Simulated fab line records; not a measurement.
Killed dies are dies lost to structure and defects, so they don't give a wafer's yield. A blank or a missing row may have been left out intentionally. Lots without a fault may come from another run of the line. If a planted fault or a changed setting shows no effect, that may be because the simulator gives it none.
Which tool is to blame? ; flow n5-finfet ; 24 lots, 72 wafers sampled, at 3 steps of a route of 1938

WHAT THE GAUGES READ, wafer by wafer
N5_BEOL_M0_CUTY_INSPECT_59: inspects for defects (macro). Usual: raw-defect-count 2.1, standard deviation 1.5.
lot;measured;on;raw-defect-count;flag
L074;day 5 21:03;defect-inspect-02;2 4 3;
L075;day 6 00:34;defect-inspect-01;0 1 2;
L077;day 6 08:28;defect-inspect-01;1 3 2;
L078;day 6 21:26;defect-inspect-01;4 0 2;
L079;day 7 01:23;defect-inspect-02;2 2 2;
L080;day 7 05:16;defect-inspect-01;2 1 1;
L081;day 7 11:45;defect-inspect-01;1 2 2;
L082;day 7 18:55;defect-inspect-01;3 0 2;
L083;day 7 23:49;defect-inspect-01;3 2 3;
L084;day 8 07:49;defect-inspect-01;4 1 0;
L085;day 8 14:00;defect-inspect-02;1 5 7;
L086;day 8 16:50;defect-inspect-01;2 2 3;
L087;day 8 21:45;defect-inspect-01;0 0 2;
L088;day 9 02:23;defect-inspect-02;1 1 1;
L089;day 9 07:37;defect-inspect-01;2 2 7;
L090;day 9 17:25;defect-inspect-01;1 2 4;
L091;day 9 21:36;defect-inspect-02;1 1 3;
L092;day 10 05:01;defect-inspect-01;2 0 2;
L093;day 10 14:16;defect-inspect-02;3 6 3;
L076;day 10 17:32;defect-inspect-01;3 2 2;
L094;day 10 21:38;defect-inspect-01;2 1 3;
L095;day 11 06:40;defect-inspect-01;0 2 3;
L097;day 11 10:35;defect-inspect-02;0 0 0;
L096;day 11 15:05;defect-inspect-02;2 0 2;

TOOL THAT RAN EACH LOT (tool first, then ch and the chambers of the sampled wafers, then the start)
lot;N5_BEOL_M0_SAQP_MANDREL1_REMOVE_100;N5_BEOL_M0_SAQP_RECESS_104
L074;rie-si-06 ch 2,3, day 5 17:09;vapor-etch-01 ch 0,1, day 5 17:31
L075;rie-si-04 ch 1,2,3, day 5 20:31;vapor-etch-02 ch 0,1, day 5 20:53
L077;rie-si-04 ch 0,2,3, day 6 04:34;vapor-etch-01 ch 0,1, day 6 04:56
L078;rie-si-04 ch 0,2,3, day 6 16:41;vapor-etch-02 ch 0,1, day 6 17:03
L079;rie-si-01 ch 2,3, day 6 21:29;vapor-etch-02 ch 0,1, day 6 21:52
L080;rie-si-01 ch 0,1,2, day 7 00:24;vapor-etch-01 ch 0,1, day 7 00:46
L081;rie-si-01 ch 1,2,3, day 7 08:02;vapor-etch-01 ch 0,1, day 7 08:32
L082;rie-si-01 ch 1,2,3, day 7 14:56;vapor-etch-01 ch 0,1, day 7 15:26
L083;rie-si-04 ch 0,1,3, day 7 18:45;vapor-etch-01 ch 0,1, day 7 19:07
L084;rie-si-04 ch 0,1,2, day 8 04:00;vapor-etch-02 ch 0,1, day 8 04:25
L085;rie-si-06 ch 0,1,3, day 8 09:17;vapor-etch-01 ch 0,1, day 8 09:40
L086;rie-si-01 ch 0,1,3, day 8 11:38;vapor-etch-01 ch 0,1, day 8 12:00
L087;rie-si-06 ch 0,2,3, day 8 16:55;vapor-etch-01 ch 0,1, day 8 17:26
L088;rie-si-06 ch 0,1, day 8 22:27;vapor-etch-01 ch 0,1, day 8 22:49
L089;rie-si-04 ch 0,2,3, day 9 03:36;vapor-etch-01 ch 0,1, day 9 03:58
L090;rie-si-04 ch 0,3, day 9 13:10;vapor-etch-01 ch 0,1, day 9 13:37
L091;rie-si-01 ch 0,1,3, day 9 17:47;vapor-etch-02 ch 0,1, day 9 18:08
L092;rie-si-01 ch 1,2, day 10 01:10;vapor-etch-02 ch 0,1, day 10 01:32
L093;rie-si-06 ch 1,2, day 10 10:37;vapor-etch-01 ch 0,1, day 10 10:58
L076;rie-si-04 ch 0,1,3, day 10 13:43;vapor-etch-02 ch 0,1, day 10 14:05
L094;rie-si-04 ch 0,1, day 10 17:51;vapor-etch-01 ch 0,1, day 10 18:20
L095;rie-si-01 ch 0,2,3, day 11 02:30;vapor-etch-01 ch 0,1, day 11 02:52
L097;rie-si-01 ch 0,2,3, day 11 06:39;vapor-etch-02 ch 1, day 11 07:01
L096;rie-si-01 ch 1,2,3, day 11 11:14;vapor-etch-01 ch 0,1, day 11 11:39
- N5_BEOL_M0_SAQP_MANDREL1_REMOVE_100: chemistry HBr/Cl2/O2, target a-Si, stops on SiNx, bt time 10 s.
- N5_BEOL_M0_SAQP_RECESS_104: chemistry HF/NH3, target SiO2, target depth 18 nm, afs cycles 3, sublimation time 60 s.

WHAT THE TOOLS THEMSELVES READ (means of the sampled wafers that have a number; where no wafer has one, the mark that the record gives instead)
N5_BEOL_M0_SAQP_MANDREL1_REMOVE_100. Usual: drypump-motor-current-A 6.1 A, standard deviation 0.33; mfc-cl2-sccm 80.03 sccm, standard deviation 0.25; oes-product-au 1.007 a.u., standard deviation 0.02; rf-fwd-power-W 597.0 W, standard deviation 2.1; throttle-valve-pct 36.61 %, standard deviation 0.27.
lot;tool;drypump-motor-current-A (A);mfc-cl2-sccm (sccm);oes-product-au (a.u.);rf-fwd-power-W (W);throttle-valve-pct (%);flag
L074;rie-si-06;5.6;79.81;0.994;593.8;36.73;
L075;rie-si-04;6.1;80.00;1.010;597.0;36.84;
L077;rie-si-04;6.1;79.99;1.003;596.6;36.67;
L078;rie-si-04;6.1;80.25;1.010;597.7;36.65;
L079;rie-si-01;6.1;80.22;1.019;599.0;36.55;
L080;rie-si-01;6.2;80.06;1.026;596.4;36.59;
L081;rie-si-01;6.0;79.79;1.007;598.8;36.65;
L082;rie-si-01;6.0;79.75;0.997;597.1;36.66;
L083;rie-si-04;6.3;80.11;1.006;598.2;36.71;
L084;rie-si-04;6.0;79.89;1.007;594.4;36.70;
L085;rie-si-06;6.1;80.17;0.989;595.1;36.48;
L086;rie-si-01;6.0;79.91;1.009;598.0;36.55;
L087;rie-si-06;5.9;80.00;0.999;596.3;36.51;
L088;rie-si-06;6.1;80.25;1.006;599.0;36.31;
L089;rie-si-04;6.1;80.25;1.009;597.8;36.66;
L090;rie-si-04;6.5;80.16;0.987;596.2;36.67;
L091;rie-si-01;6.0;79.86;1.009;599.3;36.55;
L092;rie-si-01;6.3;79.97;1.022;596.3;36.69;
L093;rie-si-06;5.7;80.33;1.011;594.0;36.56;
L076;rie-si-04;6.3;79.87;1.000;597.0;36.71;
L094;rie-si-04;6.1;80.08;1.001;596.3;36.75;
L095;rie-si-01;6.0;80.34;0.999;598.4;36.44;
L097;rie-si-01;6.0;80.05;1.005;598.8;36.44;
L096;rie-si-01;6.0;80.06;1.005;597.9;36.65;

N5_BEOL_M0_SAQP_RECESS_104. Usual: drypump-motor-current-A 5.8 A, standard deviation 0.55.
lot;tool;drypump-motor-current-A (A);flag
L074;vapor-etch-01;5.9;
L075;vapor-etch-02;5.1;
L077;vapor-etch-01;5.9;
L078;vapor-etch-02;5.1;
L079;vapor-etch-02;5.1;
L080;vapor-etch-01;6.0;
L081;vapor-etch-01;6.2;
L082;vapor-etch-01;6.2;
L083;vapor-etch-01;5.9;
L084;vapor-etch-02;5.2;
L085;vapor-etch-01;6.0;
L086;vapor-etch-01;6.2;
L087;vapor-etch-01;6.2;
L088;vapor-etch-01;6.0;
L089;vapor-etch-01;6.2;
L090;vapor-etch-01;6.2;
L091;vapor-etch-02;5.1;
L092;vapor-etch-02;5.1;
L093;vapor-etch-01;6.2;
L076;vapor-etch-02;5.2;
L094;vapor-etch-01;6.0;
L095;vapor-etch-01;5.9;
L097;vapor-etch-02;5.0;
L096;vapor-etch-01;6.0;

THE ANSWER, worked out from the rows above alone
Rule: a lot is off if the mean of its wafers that have a number lies more than 3 standard deviations from the usual mean. Also off: a lot with no number at a reading for which 4 or more lots have one. Any other lot the step has rows for is counted as sound. The gauges are gone through in route order, then the tools' own readings, and for those a lot's mean is taken as printed above. The first step at which some lot is off is used, and at that step the reading that is off furthest; a lot without a number counts as furthest.
None of the lots is off at any reading shown; this tells nothing.

WHAT THE SIMULATOR HAD INSERTED
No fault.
